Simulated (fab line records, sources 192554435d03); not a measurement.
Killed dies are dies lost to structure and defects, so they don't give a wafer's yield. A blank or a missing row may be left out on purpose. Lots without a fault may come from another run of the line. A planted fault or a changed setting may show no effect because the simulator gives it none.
Which tool did it? | flow n5_finfet | 12 lots, 36 wafers sampled, at 2 steps of a route of 1938

WHAT THE GAUGES READ, wafer by wafer
N5_BEOL_M3_OVL_MEAS_12.
lot  | measured     | on         | M3_OVL (nm)
L075 | day 7 04:47  | overlay-01 | 0.4 0.3 0.8
L077 | day 7 12:44  | overlay-02 | -0.2 -0.2 1.4
L079 | day 8 07:10  | overlay-01 | 0.2 0.1 0.5
L081 | day 8 16:19  | overlay-01 | 0.0 -0.5 -1.3
L083 | day 9 13:28  | overlay-01 | -0.2 1.3 0.0
L085 | day 9 17:34  | overlay-01 | -1.3 -0.1 0.5
L087 | day 10 02:34 | overlay-02 | 0.6 0.8 0.6
L089 | day 10 16:09 | overlay-01 | 1.0 1.6 2.0
L091 | day 11 13:37 | overlay-02 | 0.1 -0.1 0.2
L093 | day 11 22:07 | overlay-02 | -0.3 0.4 0.4
L095 | day 12 04:45 | overlay-02 | -0.9 -0.5 -1.0
L096 | day 12 23:16 | overlay-01 | 0.5 0.3 0.5

WHICH TOOL RAN EACH LOT (tool, then ch and the chambers of the sampled wafers, then the start)
lot  | N5_BEOL_M3_HM_DEP_02
L075 | pvd_sputter-01, day 7 04:22
L077 | pvd_sputter-03, day 7 12:19
L079 | pvd_sputter-01, day 8 06:37
L081 | pvd_sputter-01, day 8 15:53
L083 | pvd_sputter-01, day 9 13:02
L085 | pvd_sputter-03, day 9 17:09
L087 | pvd_sputter-01, day 10 02:02
L089 | pvd_sputter-03, day 10 15:44
L091 | pvd_sputter-02, day 11 13:11
L093 | pvd_sputter-03, day 11 21:26
L095 | pvd_sputter-02, day 12 04:13
L096 | pvd_sputter-02, day 12 22:43
- N5_BEOL_M3_HM_DEP_02: deposits TiN, target thk 20 nm.

THE ANSWER, worked out from the rows above alone
Rule: what is usual is taken from the lots themselves. Put in order of their means at a reading, lots are off if they are a third of the lots or fewer, leave a main group of 4 or more, and stand apart from it by a gap of 3 or more times the standard deviation of the main group's means; of several such gaps the widest counts. A main group whose means are all the same, to the digits that the tables above print for the reading, isn't used. A lot without any number at a reading at which 4 lots or more have one is off too. The other lots that the step has rows for count as sound.
No lot is off at any reading shown: from this, nothing can be told.

WHAT THE SIMULATOR HAD PUT IN
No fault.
